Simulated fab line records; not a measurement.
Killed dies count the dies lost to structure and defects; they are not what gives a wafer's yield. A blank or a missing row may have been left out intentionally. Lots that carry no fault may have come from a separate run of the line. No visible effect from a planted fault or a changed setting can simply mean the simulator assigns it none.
Which tool did it? | flow n5Finfet | 8 lots with 24 wafers sampled at 6 steps, on a route of 1938 steps

WHAT THE GAUGES READ, wafer by wafer
N5_BEOL_M0_SAQP_CD_MEAS_14 targets a cd of 42.5 nm.
lot  | measured     | on       | cdNm (nm)
L580 | day 5 21:02  | cdSem-01 | 42.1 42.4 42.4
L581 | day 6 02:02  | cdSem-01 | 42.1 42.7 43.0
L584 | day 6 17:10  | cdSem-03 | 42.4 42.9 42.8
L589 | day 8 06:16  | cdSem-01 | 44.0 43.4 43.9
L592 | day 9 01:37  | cdSem-03 | 43.9 43.5 43.1
L596 | day 9 21:22  | cdSem-02 | 42.3 42.2 42.2
L601 | day 10 21:27 | cdSem-01 | 42.7 42.7 42.4
L602 | day 11 09:38 | cdSem-01 | 42.7 42.6 42.6

N5_BEOL_M4_RC_MEAS_101.
lot  | measured     | on        | DIBL_N (mV/V)  | DIBL_P (mV/V)  | IOFF_N (nA/um) | IOFF_P (nA/um) | ION_N (uA/um) | ION_P (uA/um) | SS_N (mV/dec)  | SS_P (mV/dec)  | VT_N (mV)   | VT_P (mV)
L580 | day 9 01:53  | prober-02 | 35.0 35.1 36.2 | 34.2 34.4 36.1 | 0.11 0.12 0.13 | 0.14 0.14 0.16 | 661 658 669   | 445 444 453   | 72.1 71.0 71.8 | 72.7 72.9 73.5 | 258 254 252 | -259 -256 -258
L581 | day 9 06:52  | prober-01 | 34.8 36.2 36.5 | 34.5 35.2 35.6 | 0.13 0.15 0.15 | 0.17 0.17 0.17 | 647 663 655   | 445 453 441   | 71.1 70.9 71.8 | 72.7 72.5 73.5 | 252 254 251 | -253 -253 -254
L584 | day 11 01:40 | prober-02 | 33.2 38.8 34.7 | 32.0 39.7 34.8 | 0.11 0.21 0.13 | 0.14 0.25 0.18 | 649 672 658   | 441 453 454   | 72.3 73.0 71.3 | 71.9 73.9 73.4 | 260 246 255 | -256 -249 -252
L589 | day 13 00:28 | prober-01 | 33.1 33.8 32.3 | 33.0 33.7 31.0 | 0.11 0.12 0.10 | 0.17 0.17 0.14 | 663 661 658   | 455 454 449   | 70.5 71.3 70.5 | 72.5 73.3 73.1 | 251 250 255 | -254 -253 -256
L592 | day 13 16:12 | prober-02 | 36.9 36.6 38.0 | 37.9 38.0 38.5 | 0.18 0.16 0.20 | 0.21 0.20 0.22 | 683 668 685   | 459 453 461   | 71.5 71.7 71.9 | 73.2 73.3 74.0 | 246 252 247 | -253 -250 -250
L596 | day 14 10:49 | prober-01 | 38.0 36.8 38.8 | 36.6 34.7 37.1 | 0.17 0.14 0.18 | 0.21 0.18 0.21 | 677 666 683   | 463 459 461   | 70.9 71.3 72.0 | 74.0 73.7 73.4 | 249 248 248 | -251 -253 -250
L601 | day 14 21:43 | prober-02 | 33.1 34.7 34.6 | 33.5 35.8 37.0 | 0.11 0.13 0.14 | 0.13 0.16 0.17 | 662 666 665   | 444 443 449   | 70.6 71.6 71.9 | 72.9 73.6 74.3 | 259 255 252 | -262 -262 -259
L602 | day 16 01:31 | prober-01 | 34.9 34.3 37.0 | 33.6 33.6 36.7 | 0.13 0.12 0.16 | 0.17 0.18 0.24 | 671 653 684   | 460 451 469   | 71.2 70.9 71.4 | 73.1 73.2 74.6 | 250 254 248 | -252 -253 -246

WHICH TOOL RAN EACH LOT (tool, then ch and the chambers of the sampled wafers, then the start)
lot  | N5_MOL_CONTACT_COAG_VIA_ETCH_117  | N5_BEOL_M0_SAQP_HM_DEP_02   | N5_BEOL_M0_SAQP_EXPOSE_11         | N5_BEOL_M0_SAQP_DESCUM_19
L580 | rieDiel-04 ch 2,3, day 5 12:01    | pvdSputter-03, day 5 20:20  | arfiScanner-01 ch 0, day 5 20:55  | rieDiel-03 ch 1,2, day 5 21:07
L581 | rieDiel-06 ch 1,2, day 5 20:08    | pvdSputter-02, day 6 01:13  | arfiScanner-02 ch 0, day 6 01:55  | rieDiel-05 ch 1,2,3, day 6 02:07
L584 | rieDiel-01 ch 0,2,3, day 6 11:16  | pvdSputter-03, day 6 16:22  | arfiScanner-02 ch 0, day 6 17:02  | rieDiel-03 ch 0,2,3, day 6 17:16
L589 | rieDiel-04 ch 0,1,2, day 8 00:01  | pvdSputter-03, day 8 05:26  | arfiScanner-02 ch 0, day 8 06:10  | rieDiel-03 ch 0,2, day 8 06:22
L592 | rieDiel-01 ch 0,2, day 8 20:04    | pvdSputter-01, day 9 00:48  | arfiScanner-02 ch 0, day 9 01:29  | rieDiel-02 ch 0,2,3, day 9 01:59
L596 | rieDiel-04 ch 0,2, day 9 15:36    | pvdSputter-02, day 9 20:28  | arfiScanner-03 ch 0, day 9 21:14  | rieDiel-02 ch 0,2,3, day 9 21:27
L601 | rieDiel-01 ch 0,1,2, day 10 15:34 | pvdSputter-02, day 10 20:32 | arfiScanner-03 ch 0, day 10 21:19 | rieDiel-02 ch 2,3, day 10 21:32
L602 | rieDiel-04 ch 0,1,2, day 11 03:12 | pvdSputter-03, day 11 08:57 | arfiScanner-03 ch 0, day 11 09:31 | rieDiel-05 ch 0,1,3, day 11 10:05
- N5_MOL_CONTACT_COAG_VIA_ETCH_117: etches SiO2 in C4F6/O2, target depth 40 nm, overetch 8 nm, time 26 s.
- N5_BEOL_M0_SAQP_HM_DEP_02: deposits TiN, target thk 12 nm.
- N5_BEOL_M0_SAQP_EXPOSE_11: exposes mask M0 CORE, target cd 42 nm.
- N5_BEOL_M0_SAQP_DESCUM_19: chemistry O2, time 7.9 s.

AS READ BY THE TOOLS THEMSELVES (means over the sampled wafers that have a number; for cases with no such wafer, the mark the record gives instead)
N5_MOL_CONTACT_COAG_VIA_ETCH_117.
lot  | tool       | C4F6_flow_sccm (sccm) | biasW (W) | drypumpMotorCurrentA (A) | mfcArSccm (sccm) | oesProductAu (a.u.) | rfVppV (V) | showerheadPlenumPTorr (Torr) | throttleValvePct (%)
L580 | rieDiel-04 | 10.003                | 454.3     | 5.8                      | 299.3            | 0.66                | 1624       | 2.87                         | 41.3
L581 | rieDiel-06 | 10.011                | 455.0     | 5.6                      | 300.0            | 0.67                | 1553       | 2.91                         | 41.0
L584 | rieDiel-01 | 9.975                 | 455.2     | 5.7                      | 299.5            | 0.81                | 1563       | 2.98                         | 40.7
L589 | rieDiel-04 | 9.991                 | 453.5     | 6.1                      | 299.7            | 0.72                | 1598       | 2.89                         | 41.1
L592 | rieDiel-01 | 10.024                | 453.4     | 5.9                      | 300.1            | 0.78                | 1580       | 3.02                         | 40.7
L596 | rieDiel-04 | 9.998                 | 457.1     | 6.1                      | 299.4            | 0.76                | 1606       | 2.87                         | 40.8
L601 | rieDiel-01 | 10.015                | 454.9     | 5.7                      | 300.0            | 0.71                | 1580       | 2.97                         | 40.8
L602 | rieDiel-04 | 9.974                 | 454.1     | 6.1                      | 299.8            | 0.69                | 1598       | 2.88                         | 41.1

N5_BEOL_M0_SAQP_HM_DEP_02.
lot  | tool          | throttleValvePct (%)
L580 | pvdSputter-03 | 29.3
L581 | pvdSputter-02 | 29.4
L584 | pvdSputter-03 | 30.0
L589 | pvdSputter-03 | 29.8
L592 | pvdSputter-01 | 30.5
L596 | pvdSputter-02 | 29.7
L601 | pvdSputter-02 | 29.4
L602 | pvdSputter-03 | 29.7

N5_BEOL_M0_SAQP_EXPOSE_11.
lot  | tool           | exposureDoseMJCm2 | focusOffsetNm (nm) | stageVelMmS (mm/s)
L580 | arfiScanner-01 | 54.99             | 0.6                | 499.94
L581 | arfiScanner-02 | 54.97             | 0.7                | 500.18
L584 | arfiScanner-02 | 55.00             | -0.6               | 500.19
L589 | arfiScanner-02 | 53.29             | -0.5               | 499.92
L592 | arfiScanner-02 | 53.52             | 0.0                | 500.32
L596 | arfiScanner-03 | 54.98             | 0.1                | 500.30
L601 | arfiScanner-03 | 54.97             | 0.1                | 500.13
L602 | arfiScanner-03 | 54.97             | 0.8                | 500.12

N5_BEOL_M0_SAQP_DESCUM_19.
lot  | tool       | drypumpMotorCurrentA (A) | o2FlowSccm (sccm) | oesProductAu (a.u.) | rfVppV (V) | showerheadPlenumPTorr (Torr) | throttleValvePct (%)
L580 | rieDiel-03 | 5.9                      | 225.0             | 0.69                | 242.5      | 2.11                         | 20.20
L581 | rieDiel-05 | 5.3                      | 225.5             | 0.76                | 242.8      | 2.12                         | 20.30
L584 | rieDiel-03 | 5.3                      | 225.1             | 0.76                | 244.6      | 2.14                         | 20.23
L589 | rieDiel-03 | 5.5                      | 224.5             | 0.69                | 243.8      | 2.14                         | 20.27
L592 | rieDiel-02 | 5.5                      | 224.9             | 0.71                | 243.8      | 2.11                         | 20.33
L596 | rieDiel-02 | 5.6                      | 225.3             | 0.72                | 243.5      | 2.11                         | 20.33
L601 | rieDiel-02 | 5.8                      | 224.7             | 0.72                | 242.5      | 2.04                         | 20.38
L602 | rieDiel-05 | 5.4                      | 224.5             | 0.82                | 243.1      | 2.14                         | 20.32

THE ANSWER, worked out from the rows above alone
Rule: the usual values come from the lots themselves. Put in order of their means at a reading, lots are off if they are a third of the lots or fewer, leave a main group of 4 or more, and stand apart from it by a gap of 3 or more times the standard deviation of the main group's means; of several such gaps the widest counts. If all means in a main group match to the digits the tables above print for the reading, that group is not used. Also off: a lot with no number at a reading for which 4 or more lots have one. All remaining lots with rows at the step are treated as sound. Order of review: gauges by route order, followed by the tools' own readings, for which a lot's mean as printed above is used. The first step at which some lot is off is used, and at that step the reading that is off furthest; a lot without a number counts as furthest.
Off, at N5_BEOL_M0_SAQP_CD_MEAS_14 on cdNm: L589, L592. Mean 42.5 nm and standard deviation 0.18 in the main group.
A tool fits if, at a process step before that reading, it ran every lot that is off, and no sound lot after the first of them. Not tried: the gauges at N5_BEOL_M0_SAQP_CD_MEAS_14; whatever is off there is also off at N5_BEOL_M0_SAQP_EXPOSE_11, on other tools, and gauge error can't account for it. One fits: arfiScanner-02 at N5_BEOL_M0_SAQP_EXPOSE_11. Its last sound lot is L584 (day 6 17:02), its first lot that is off L589 (day 8 06:10): a fault that began between those two fits.
On the lots that are off, the tool's own readings at N5_BEOL_M0_SAQP_EXPOSE_11 differ by more than 5 times the standard deviation of the sound lots' means, which bears it out; exposureDoseMJCm2 reads 53.41 there versus 54.98 on the sound lots.

WHAT THE SIMULATOR HAD INSERTED
Drift in process parameters on arfiScanner-02 at N5_BEOL_M0_SAQP_EXPOSE_11, starting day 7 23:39. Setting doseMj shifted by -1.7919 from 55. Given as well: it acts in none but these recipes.
Lots struck among those shown: L589, L592. The same result came from the rule above.
